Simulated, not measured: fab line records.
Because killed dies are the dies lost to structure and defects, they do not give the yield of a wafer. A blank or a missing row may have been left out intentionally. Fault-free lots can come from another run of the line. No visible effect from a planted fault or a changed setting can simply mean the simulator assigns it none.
What tool caused it? | flow n5 finfet | 23 lots with 69 wafers sampled at 4 steps, on a route of 1938 steps

## WHAT THE GAUGES READ, wafer by wafer
N5_STI_FIN_REVEAL_FIN_H_MEAS_10.
lot  | measured    | on     | trench depth nm (nm)
L074 | day 2 12:30 | ocd-02 | 50.9 50.8 50.1
L075 | day 2 21:15 | ocd-02 | 52.3 53.9 52.0
L076 | day 3 00:44 | ocd-02 | 52.7 52.7 52.8
L077 | day 3 06:57 | ocd-02 | 52.4 52.1 53.1
L078 | day 3 13:17 | ocd-02 | 52.2 52.2 52.8
L079 | day 3 19:08 | ocd-02 | 52.5 51.9 54.6
L080 | day 4 02:06 | ocd-02 | 54.3 53.2 52.3
L081 | day 4 06:44 | ocd-02 | 52.6 52.5 51.2
L082 | day 4 12:16 | ocd-02 | 51.8 51.5 51.1
L083 | day 4 19:27 | ocd-02 | 52.3 52.4 52.2
L084 | day 5 05:14 | ocd-02 | 51.6 53.2 52.2
L085 | day 5 07:46 | ocd-02 | 52.8 51.8 52.9
L086 | day 5 13:40 | ocd-02 | 53.6 53.5 52.1
L087 | day 5 21:36 | ocd-02 | 52.2 52.1 52.5
L089 | day 6 06:47 | ocd-02 | 50.9 51.8 50.8
L090 | day 6 12:11 | ocd-02 | 52.7 52.4 51.5
L091 | day 6 18:39 | ocd-02 | 51.9 52.3 52.9
L092 | day 7 01:53 | ocd-02 | 51.9 51.2 51.5
L093 | day 7 08:13 | ocd-02 | 53.2 51.5 50.7
L094 | day 7 14:00 | ocd-02 | 52.1 52.5 53.0
L095 | day 7 20:35 | ocd-02 | 53.1 52.3 52.5
L096 | day 8 02:17 | ocd-02 | 51.9 51.3 52.2
L097 | day 8 06:47 | ocd-01 | 51.3 51.0 52.3

## WHAT TOOL EACH LOT RAN ON (gives the tool, then ch and the chambers of the sampled wafers, and finally the start)
lot  | N5_FIN_SAQP_STRIP_70              | N5_FIN_CUT_DESCUM_13              | N5_FIN_CUT_CUT_ETCH_28
L074 | rie diel-04 ch 0,3, day 2 00:59   | rie diel-05 ch 0,2,3, day 2 02:58 | rie si-05 ch 0,1,2, day 2 03:39
L075 | rie diel-06 ch 0,1,3, day 2 08:30 | rie diel-05 ch 1,2, day 2 10:38   | rie si-04 ch 0,1,2, day 2 11:19
L076 | rie diel-01 ch 0,1,3, day 2 12:44 | rie diel-03 ch 2,3, day 2 14:27   | rie si-04 ch 0,1,3, day 2 15:08
L077 | rie diel-04 ch 2,3, day 2 18:47   | rie diel-05 ch 0,1,2, day 2 20:36 | rie si-04 ch 1,2, day 2 21:17
L078 | rie diel-04 ch 0,1,2, day 3 01:34 | rie diel-05 ch 1,2,3, day 3 03:18 | rie si-05 ch 1,2,3, day 3 04:00
L079 | rie diel-06 ch 1,2,3, day 3 07:15 | rie diel-05 ch 1,2,3, day 3 09:23 | rie si-06 ch 0,3, day 3 10:05
L080 | rie diel-04 ch 0,1,3, day 3 14:28 | rie diel-05 ch 0,2,3, day 3 16:25 | rie si-06 ch 0,2, day 3 17:14
L081 | rie diel-04 ch 1,3, day 3 18:52   | rie diel-05 ch 0,1,3, day 3 20:37 | rie si-04 ch 0,1, day 3 21:17
L082 | rie diel-04 ch 0,1,3, day 4 00:51 | rie diel-03 ch 0,2,3, day 4 02:36 | rie si-05 ch 0,1,2, day 4 03:17
L083 | rie diel-04 ch 0,2,3, day 4 07:07 | rie diel-02 ch 0,2,3, day 4 09:09 | rie si-04 ch 0,1,2, day 4 09:50
L084 | rie diel-06 ch 1,2,3, day 4 13:19 | rie diel-03 ch 1,2,3, day 4 16:33 | rie si-06 ch 0,2, day 4 18:28
L085 | rie diel-06 ch 0,2,3, day 4 19:09 | rie diel-05 ch 0,1, day 4 21:39   | rie si-06 ch 0,2,3, day 4 22:20
L086 | rie diel-06 ch 0,3, day 5 00:50   | rie diel-02 ch 0,2, day 5 03:04   | rie si-06 ch 1,2, day 5 04:36
L087 | rie diel-06 ch 0,2,3, day 5 09:21 | rie diel-05 ch 0,2, day 5 11:16   | rie si-04 ch 1,2, day 5 11:58
L089 | rie diel-06 ch 0,2,3, day 5 19:22 | rie diel-05 ch 1,2,3, day 5 21:15 | rie si-06 ch 0,1,3, day 5 21:56
L090 | rie diel-06 ch 0,1,2, day 6 00:22 | rie diel-03 ch 2,3, day 6 02:34   | rie si-06 ch 1,2,3, day 6 03:15
L091 | rie diel-01 ch 2,3, day 6 06:26   | rie diel-03 ch 0,1,2, day 6 08:51 | rie si-04 ch 1,2,3, day 6 09:32
L092 | rie diel-04 ch 0,1, day 6 13:54   | rie diel-05 ch 0,1,2, day 6 15:55 | rie si-04 ch 0,2,3, day 6 16:37
L093 | rie diel-06 ch 0,2,3, day 6 20:39 | rie diel-02 ch 1,2,3, day 6 22:35 | rie si-04 ch 0,3, day 6 23:16
L094 | rie diel-04 ch 0,1, day 7 01:40   | rie diel-02 ch 1,2,3, day 7 04:18 | rie si-06 ch 0,1, day 7 04:59
L095 | rie diel-06 ch 1,2,3, day 7 08:25 | rie diel-03 ch 0,1,3, day 7 10:18 | rie si-04 ch 0,2,3, day 7 10:59
L096 | rie diel-04 ch 0,1, day 7 14:37   | rie diel-05 ch 1,2,3, day 7 16:31 | rie si-05 ch 0,2,3, day 7 17:11
L097 | rie diel-01 ch 0,1,3, day 7 18:49 | rie diel-03 ch 1,3, day 7 20:45   | rie si-05 ch 0,2,3, day 7 21:26
- N5_FIN_SAQP_STRIP_70: strips in N2/H2.
- N5_FIN_CUT_DESCUM_13: chemistry O2, time 7 s.
- N5_FIN_CUT_CUT_ETCH_28: etches Si in HBr/Cl2/O2, target depth 6 nm, time 2.4 s.

## WHAT THE TOOLS THEMSELVES READ (means of the sampled wafers that have a number; where no wafer has one, the mark that the record gives instead)
N5_FIN_SAQP_STRIP_70.
lot  | tool        | drypump motor current A (A) | oes product au (a.u.) | power w (W) | rf vpp V (V) | showerhead plenum p Torr (Torr) | throttle valve pct (%)
L074 | rie diel-04 | 5.4                         | 0.88                  | 500.5       | 122.0        | 3.28                            | 18.6
L075 | rie diel-06 | 5.6                         | 0.72                  | 500.2       | 122.4        | 3.33                            | 18.9
L076 | rie diel-01 | 5.6                         | 0.79                  | 498.6       | 121.7        | 3.41                            | 19.4
L077 | rie diel-04 | 5.7                         | 0.79                  | 499.8       | 121.0        | 3.34                            | 18.7
L078 | rie diel-04 | 6.0                         | 0.76                  | 501.2       | 122.5        | 3.38                            | 18.9
L079 | rie diel-06 | 5.8                         | 0.87                  | 499.4       | 121.6        | 3.31                            | 18.9
L080 | rie diel-04 | 5.7                         | 0.80                  | 499.8       | 121.4        | 3.34                            | 18.9
L081 | rie diel-04 | 5.6                         | 0.75                  | 500.1       | 122.2        | 3.41                            | 19.2
L082 | rie diel-04 | 5.7                         | 0.80                  | 500.5       | 122.4        | 3.34                            | 18.9
L083 | rie diel-04 | 5.7                         | 0.81                  | 499.2       | 120.9        | 3.30                            | 18.6
L084 | rie diel-06 | 5.8                         | 0.85                  | 500.6       | 121.2        | 3.30                            | 18.9
L085 | rie diel-06 | 5.4                         | 0.87                  | 500.6       | 122.3        | 3.40                            | 18.8
L086 | rie diel-06 | 5.1                         | 0.88                  | 501.0       | 122.4        | 3.36                            | 18.9
L087 | rie diel-06 | 5.4                         | 0.86                  | 500.0       | 122.4        | 3.40                            | 18.8
L089 | rie diel-06 | 5.3                         | 0.85                  | 500.4       | 122.8        | 3.39                            | 18.8
L090 | rie diel-06 | 5.8                         | 0.86                  | 500.2       | 122.1        | 3.49                            | 18.6
L091 | rie diel-01 | 5.8                         | 0.84                  | 498.7       | 122.2        | 3.29                            | 18.9
L092 | rie diel-04 | 5.9                         | 0.72                  | 499.9       | 123.1        | 3.40                            | 19.2
L093 | rie diel-06 | 5.3                         | 0.84                  | 500.3       | 122.6        | 3.39                            | 18.8
L094 | rie diel-04 | 5.8                         | 0.72                  | 500.7       | 120.7        | 3.40                            | 19.2
L095 | rie diel-06 | 5.8                         | 0.89                  | 499.6       | 122.0        | 3.43                            | 18.8
L096 | rie diel-04 | 5.9                         | 0.70                  | 500.5       | 121.1        | 3.40                            | 19.2
L097 | rie diel-01 | 5.5                         | 0.74                  | 500.8       | 122.2        | 3.39                            | 19.4

N5_FIN_CUT_DESCUM_13.
lot  | tool        | drypump motor current A (A) | oes product au (a.u.) | rf vpp V (V) | showerhead plenum p Torr (Torr) | throttle valve pct (%)
L074 | rie diel-05 | 6.3                         | 0.79                  | 243.6        | 2.12                            | 20.41
L075 | rie diel-05 | 6.2                         | 0.78                  | 242.8        | 2.14                            | 20.50
L076 | rie diel-03 | 5.6                         | 0.73                  | 244.1        | 2.16                            | 20.58
L077 | rie diel-05 | 6.2                         | 0.78                  | 243.7        | 2.11                            | 20.39
L078 | rie diel-05 | 5.9                         | 0.76                  | 244.4        | 2.15                            | 20.51
L079 | rie diel-05 | 5.9                         | 0.75                  | 243.8        | 2.15                            | 20.53
L080 | rie diel-05 | 6.3                         | 0.78                  | 242.9        | 2.11                            | 20.42
L081 | rie diel-05 | 5.9                         | 0.75                  | 243.5        | 2.12                            | 20.39
L082 | rie diel-03 | 5.6                         | 0.72                  | 243.9        | 2.12                            | 20.64
L083 | rie diel-02 | 5.8                         | 0.71                  | 243.4        | 2.10                            | 20.30
L084 | rie diel-03 | 5.4                         | 0.73                  | 245.1        | 2.14                            | 20.67
L085 | rie diel-05 | 5.7                         | 0.74                  | 242.5        | 2.12                            | 20.37
L086 | rie diel-02 | 5.4                         | 0.72                  | 243.3        | 2.08                            | 20.18
L087 | rie diel-05 | 6.6                         | 0.79                  | 242.7        | 2.07                            | 20.31
L089 | rie diel-05 | 5.9                         | 0.74                  | 244.0        | 2.14                            | 20.56
L090 | rie diel-03 | 5.2                         | 0.73                  | 243.8        | 2.17                            | 20.54
L091 | rie diel-03 | 5.8                         | 0.71                  | 242.7        | 2.09                            | 20.79
L092 | rie diel-05 | 6.2                         | 0.75                  | 243.7        | 2.10                            | 20.43
L093 | rie diel-02 | 6.1                         | 0.74                  | 243.5        | 2.10                            | 20.34
L094 | rie diel-02 | 6.1                         | 0.74                  | 242.1        | 2.10                            | 20.33
L095 | rie diel-03 | 5.3                         | 0.83                  | 244.5        | 2.10                            | 20.55
L096 | rie diel-05 | 5.9                         | 0.72                  | 244.4        | 2.14                            | 20.56
L097 | rie diel-03 | 5.0                         | 0.74                  | 244.3        | 2.15                            | 20.65

N5_FIN_CUT_CUT_ETCH_28.
lot  | tool      | drypump motor current A (A) | oes product au (a.u.) | throttle valve pct (%)
L074 | rie si-05 | 5.8                         | 0.995                 | 38.0
L075 | rie si-04 | 5.5                         | 0.993                 | 36.9
L076 | rie si-04 | 5.7                         | 0.995                 | 36.4
L077 | rie si-04 | 5.5                         | 0.986                 | 37.1
L078 | rie si-05 | 5.5                         | 1.007                 | 37.6
L079 | rie si-06 | 5.8                         | 1.000                 | 37.0
L080 | rie si-06 | 5.7                         | 0.987                 | 37.0
L081 | rie si-04 | 5.8                         | 0.991                 | 36.6
L082 | rie si-05 | 5.8                         | 0.991                 | 38.0
L083 | rie si-04 | 5.5                         | 0.996                 | 36.9
L084 | rie si-06 | 5.7                         | 0.985                 | 37.0
L085 | rie si-06 | 5.7                         | 0.995                 | 37.1
L086 | rie si-06 | 5.9                         | 0.985                 | 37.3
L087 | rie si-04 | 5.3                         | 0.987                 | 37.4
L089 | rie si-06 | 5.9                         | 1.000                 | 37.2
L090 | rie si-06 | 5.8                         | 0.990                 | 37.3
L091 | rie si-04 | 5.4                         | 0.992                 | 36.9
L092 | rie si-04 | 5.4                         | 1.007                 | 36.7
L093 | rie si-04 | 5.6                         | 1.005                 | 36.2
L094 | rie si-06 | 5.9                         | 1.001                 | 37.0
L095 | rie si-04 | 5.4                         | 0.999                 | 36.7
L096 | rie si-05 | 5.6                         | 0.993                 | 37.8
L097 | rie si-05 | 5.6                         | 0.995                 | 37.8

## THE ANSWER, worked out from the rows above alone
Rule: usual is defined by the lots themselves. Put in order of their means at a reading, lots are off if they are a third of the lots or fewer, leave a main group of 4 or more, and stand apart from it by a gap of 3 or more times the standard deviation of the main group's means; of several such gaps the widest counts. The tables above print the reading to a certain number of digits; a main group whose means all agree to those digits is not used. Also off: a lot with no number at a reading for which 4 or more lots have one. All remaining lots with rows at the step are treated as sound. The gauges are gone through in route order, then the tools' own readings, and for those a lot's mean is taken as printed above. At the first step where some lot is off, the reading lying furthest off is the one used; lots without a number count as furthest.
No lot is off on any of the readings shown, so nothing can be concluded from this.

## WHAT HAD BEEN PUT IN BY THE SIMULATOR
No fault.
